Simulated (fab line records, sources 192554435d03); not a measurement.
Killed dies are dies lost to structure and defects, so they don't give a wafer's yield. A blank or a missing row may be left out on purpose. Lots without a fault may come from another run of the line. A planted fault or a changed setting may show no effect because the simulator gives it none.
fab line records | flow n5_finfet | part 2 of 2: steps 25 to 32 of 32
record lots=5 wafers=15 last_day=15
route steps=1938 shown MIM_TOP_LITHO@1843 MIM_TOP_ETCH@1851 MIM_BOT_LITHO@1854 MIM_BOT_ETCH@1866 PASS1_CAP@1873
lots that met no fault: from a run of the same line without faults
start_h: hours from the record's first day to the start of the lot's first wafer shown | wait_h: hours since the lot's step before | " the same as in the row above | L1.1+2: a row that stands for several wafers | - no value, or no start given | * or withheld: withheld | < > ~ a bound
route shown NAME@n: a module of which the file shows steps, and the number in the route of the first | usual: mean/standard deviation of fault-free wafers | same: alike in all rows | chamber/n: place in a boat | sites: the reading at each site | _std_site: their standard deviation | _edge_site: outer sites' mean less inner sites' | radius_mm: how far each site lies from the wafer's centre | mask NAME#n: copy n | behind: the tool/chamber that last shaped the wafer | hold: why the lot was held/for how many hours/how that ended | device: the transistor (n, p or np) that didn't switch | end of line: the same wafers' tests at the end of the route | a step without rows: its recipe alone | killed: dies lost to structure and defects at the first sort, not the wafer's yield | map: a wafer's dies, x killed, . not, _ none there
set.NAME: the setting as run; set.NAME@STEP: as run at that earlier step | model.NAME: the simulator's own value behind a step, which no gauge read
lots at some steps of the route; a table a step, a row a wafer
services: from which hour (start_h, from the record's first day; less than 0 if before it) a tool's chamber was out of use, for how many hours, and why
## steps
# step N5_MIM_BOT_ETCH_ETCH_03
# recipe chemistry=Cl2/BCl3 target_depth_a=120 pressure_mtorr=8 icp_w=800 bias_w=100 Cl2_flow_sccm=20 bcl3_flow_sccm=80
# usual drypump_motor_current_A=5.4/0.44 he_backside_leak_sccm=3.44/0.26 oes_product_au=0.74/0.06 throttle_valve_pct=27.4/0.32
# columns lot.wafer tool chamber start_h wait_h drypump_motor_current_A he_backside_leak_sccm oes_product_au rf_hours_counter_h throttle_valve_pct
L076.3 rie_metal-01 1 262.70 0.1 5.0 3.12 0.83 - 27.0
L076.5 " 1 " " 5.0 2.97 0.83 - 27.0
L076.6 " 0 " " 4.9 3.74 0.71 - 27.4
L084.3 rie_metal-02 1 315.06 0.1 6.0 3.54 0.77 - 27.1
L084.4 " 0 " " 5.5 3.65 0.74 - 27.5
L084.5 " 1 " " 5.9 3.47 0.77 - 27.0
L082.3 rie_metal-02 1 319.06 0.1 6.0 3.42 0.76 - 27.1
L082.4 " 0 " " 5.5 3.40 0.74 - 27.5
L082.5 " 1 " " 6.0 3.42 0.76 - 27.0
L089.2 rie_metal-02 0 347.16 0.1 5.5 3.38 0.74 50 27.6
L089.5 " 0 " " 5.5 3.49 0.73 - 27.6
L089.6 " 1 " " 6.0 3.55 0.76 - 27.1
L088.2 rie_metal-01 0 358.41 0.1 4.9 3.77 0.68 82 27.4
L088.3 " 1 " " 5.0 3.00 0.80 - 27.0
L088.6 " 1 " " 5.0 3.07 0.80 - 27.0
# step N5_MIM_BOT_ETCH_ETCH_00
# recipe chemistry=Cl2/BCl3 target=TiN target_depth_a=455 ion_energy_ev=150 pressure_mtorr=10 icp_w=1000 bias_w=126 Cl2_flow_sccm=53.25 bcl3_flow_sccm=21.75 Ar_flow_sccm=25
# usual drypump_motor_current_A=5.4/0.44 he_backside_leak_sccm=3.43/0.29 oes_product_au=0.74/0.061 throttle_valve_pct=21.85/0.27
# columns lot.wafer tool chamber start_h wait_h drypump_motor_current_A he_backside_leak_sccm oes_product_au rf_hours_counter_h throttle_valve_pct
L076.3 rie_metal-01 1 262.80 0.1 5.0 3.05 0.84 - 21.52
L076.5 " 1 " " 5.0 3.15 0.83 - 21.53
L076.6 " 0 " " 4.9 3.62 0.70 - 21.83
L084.3 rie_metal-02 1 315.16 0.1 6.0 3.54 0.76 - 21.66
L084.4 " 0 " " 5.5 3.24 0.74 - 22.00
L084.5 " 1 " " 6.0 3.47 0.77 - 21.65
L082.3 rie_metal-02 1 319.16 0.1 5.9 3.35 0.77 - 21.66
L082.4 " 0 " " 5.5 3.45 0.74 - 22.02
L082.5 " 1 " " 5.9 3.32 0.78 - 21.63
L089.2 rie_metal-02 0 347.25 0.1 5.5 3.42 0.74 50 22.01
L089.5 " 0 " " 5.5 3.59 0.73 - 22.03
L089.6 " 1 " " 6.0 3.51 0.77 - 21.62
L088.2 rie_metal-01 0 358.50 0.1 4.9 3.74 0.68 82 21.85
L088.3 " 1 " " 5.0 2.91 0.80 - 21.53
L088.6 " 1 " " 5.0 2.98 0.81 - 21.52
# step N5_MIM_BOT_ETCH_STRIP_01
# recipe chemistry=O2 power_w=600 temp_c=60 pressure_mtorr=30 rf_frequency_hz=6e+07 bias_power_w=0 overash_fraction=0.5 o2_flow_sccm=225
# usual drypump_motor_current_A=6.0/0.44 oes_product_au=0.85/0.088 rf_vpp_V=3.5/1.3 showerhead_plenum_p_Torr=2.12/0.082 throttle_valve_pct=16.40/0.24
# same overash_fraction=0.5
# columns lot.wafer tool chamber start_h wait_h drypump_motor_current_A oes_product_au rf_hours_counter_h rf_vpp_V showerhead_plenum_p_Torr throttle_valve_pct
L076.3 rie_diel-04 2 262.92 0.1 6.4 0.68 - 2.4 2.04 16.90
L076.5 " 2 " " 6.3 0.69 - 4.1 2.04 16.94
L076.6 " 0 " " 6.6 0.69 - 3.2 2.17 16.60
L084.3 rie_diel-04 1 315.26 0.1 6.1 0.90 17 4.8 2.15 16.21
L084.4 " 1 " " 6.1 0.91 - 2.4 2.16 16.26
L084.5 " 2 " " 6.3 0.94 - 4.3 2.03 16.47
L082.3 rie_diel-04 2 319.26 0.1 6.3 0.92 14 5.9 2.03 16.43
L082.4 " 3 " " 6.0 0.74 - 3.5 2.00 16.49
L082.5 " 2 " " 6.4 0.95 - 1.9 2.03 16.50
L089.2 rie_diel-04 1 347.40 0.1 6.1 0.90 30 2.4 2.15 16.28
L089.5 " 2 " " 6.4 0.90 - 2.6 2.03 16.50
L089.6 " 1 " " 6.1 0.88 - 2.8 2.15 16.21
L088.2 rie_diel-04 3 358.69 0.2 6.0 0.74 185 2.7 2.00 16.57
L088.3 " 1 " " 6.1 0.87 34 1.6 2.15 16.32
L088.6 " 1 " " 6.1 0.90 - 2.0 2.15 16.24
# step N5_MIM_BOT_ETCH_STRIP_02
# recipe chemistry=post_etch_residue_remover time_s=1200 temp_c=72.5
# usual bath_guard_temp_C=72.5/0.6
# columns lot.wafer tool chamber start_h wait_h bath_guard_temp_C
L076.3 wet_bench-04 4 262.98 - 72.7
L076.5 " 7 " " 72.6
L076.6 " 3 " " 72.9
L084.3 wet_bench-04 5 315.32 - 72.2
L084.4 " 7 " " 72.5
L084.5 " 0 " " 71.8
L082.3 wet_bench-04 3 319.33 - 73.2
L082.4 " 4 " " 72.4
L082.5 " 0 " " 72.0
L089.2 wet_bench-05 1 347.47 - 72.8
L089.5 " 2 " " 72.8
L089.6 " 0 " " 73.3
L088.2 wet_bench-05 3 358.76 - 72.7
L088.3 " 1 " " 72.9
L088.6 " 2 " " 72.2
# step N5_MIM_BOT_ETCH_CLEAN_05
# recipe chemistry=IPA time_s=180 temp_c=25
# columns lot.wafer tool chamber start_h wait_h
L076.3+5+6 wet_bench-04 4,7,3 263.32 0.0
L084.3+4+5 wet_bench-04 5,7,0 315.66 0.0
L082.3+4+5 wet_bench-04 3,4,0 319.67 0.0
L089.2+5+6 wet_bench-05 1,2,0 347.80 0.0
L088.2+3+6 wet_bench-05 3,1,2 359.09 0.0
# step N5_MIM_BOT_ETCH_SRD_06
# recipe dry=ipa_marangoni time_s=30 temp_c=23 rinse_liquid=diw
# columns lot.wafer tool chamber start_h wait_h
L076.3+5+6 wet_bench-04 4,7,3 263.37 0.0
L084.3+4+5 wet_bench-04 5,7,0 315.71 0.0
L082.3+4+5 wet_bench-04 3,4,0 319.72 0.0
L089.2+5+6 wet_bench-05 1,2,0 347.85 0.0
L088.2+3+6 wet_bench-05 3,1,2 359.15 0.0
# step N5_PASSIVATION_PECVD_55
# recipe material=SiO2 target_thk_a=4000 temp_c=400 precursor=SiH4/N2O pressure_torr=2.7 rf_w=608 time_s=22.5
# usual chamber_pressure_Torr=2.699/0.0059 heater_power_w=696/140 showerhead_plenum_p_Torr=8.19/0.09 throttle_valve_pct=50.6/3
# columns lot.wafer tool chamber start_h wait_h chamber_pressure_Torr heater_power_w showerhead_plenum_p_Torr throttle_valve_pct
L076.3 pecvd-03 2 263.42 0.0 2.704 637 8.15 44.9
L076.5 " 2 " " 2.688 668 8.14 45.0
L076.6 " 0 " " 2.689 595 8.33 50.6
L084.3 pecvd-01 2 315.76 0.0 2.703 543 8.21 50.9
L084.4 " 1 " " 2.711 716 8.14 53.5
L084.5 " 0 " " 2.709 564 8.15 51.7
L082.3 pecvd-03 0 319.76 0.0 2.695 610 8.33 50.7
L082.4 " 2 " " 2.702 752 8.15 45.5
L082.5 " 1 " " 2.700 919 8.09 53.7
L089.2 pecvd-03 0 347.90 0.0 2.708 563 8.35 50.8
L089.5 " 2 " " 2.695 683 8.17 45.5
L089.6 " 0 " " 2.701 590 8.31 50.6
L088.2 pecvd-03 1 359.19 0.0 2.702 882 8.06 53.7
L088.3 " 0 " " 2.705 660 8.31 50.6
L088.6 " 2 " " 2.698 764 8.15 45.6
# step N5_PASSIVATION_PECVD_01
# recipe material=SiNx target_thk_a=2000 temp_c=400 precursor=SiH4/NH3/N2 pressure_torr=4.9 rf_w=1406 time_s=43.2
# usual chamber_pressure_Torr=4.899/0.0094 heater_power_w=408/130 showerhead_plenum_p_Torr=8.69/0.062 throttle_valve_pct=28.6/1.6
# columns lot.wafer tool chamber start_h wait_h chamber_pressure_Torr heater_power_w showerhead_plenum_p_Torr throttle_valve_pct
L076.3 pecvd-03 2 263.45 0.0 4.895 507 8.67 25.8
L076.5 " 2 " " 4.885 507 8.66 25.9
L076.6 " 0 " " 4.900 342 8.78 28.8
L084.3 pecvd-01 2 315.79 0.0 4.901 173 8.70 28.7
L084.4 " 1 " " 4.905 610 8.64 30.2
L084.5 " 0 " " 4.902 396 8.66 29.3
L082.3 pecvd-03 0 319.80 0.0 4.906 249 8.79 29.0
L082.4 " 2 " " 4.882 468 8.65 25.6
L082.5 " 1 " " 4.895 579 8.63 30.5
L089.2 pecvd-03 0 347.93 0.0 4.905 338 8.74 28.8
L089.5 " 2 " " 4.914 463 8.67 25.7
L089.6 " 0 " " 4.897 358 8.79 28.6
L088.2 pecvd-03 1 359.23 0.0 4.884 489 8.62 30.6
L088.3 " 0 " " 4.904 348 8.79 28.9
L088.6 " 2 " " 4.898 460 8.65 25.9
## services
# columns tool chamber start_h hours kind
rie_diel-03 1 242.80 8.4 repair
rie_metal-01 - 243.20 14.6 pm
rie_diel-02 1 243.32 8.0 repair
pecvd-01 - 245.54 0.4 repair
rie_metal-02 1 247.55 14.2 repair
rie_diel-04 3 254.77 12.9 repair
pecvd-02 2 257.54 8.1 repair
pecvd-02 - 258.78 6.9 repair
krf_scanner-02 - 259.87 0.8 pm
pecvd-02 - 276.17 1.1 repair
krf_scanner-01 - 280.15 0.8 pm
krf_scanner-02 - 301.11 4.0 pm
pecvd-03 - 307.04 2.8 pm
pecvd-02 - 308.00 1.4 repair
rie_diel-03 3 308.90 6.4 repair
krf_scanner-02 - 315.67 1.3 pm
krf_scanner-02 - 320.67 0.6 repair
rie_diel-04 3 323.50 7.8 repair
rie_metal-02 1 326.92 5.5 repair
rie_diel-04 0 329.44 10.8 repair
rie_diel-03 0 331.16 12.6 repair
rie_diel-06 3 342.18 7.7 repair
krf_scanner-01 - 343.82 1.3 pm
wet_bench-04 - 354.31 6.4 repair
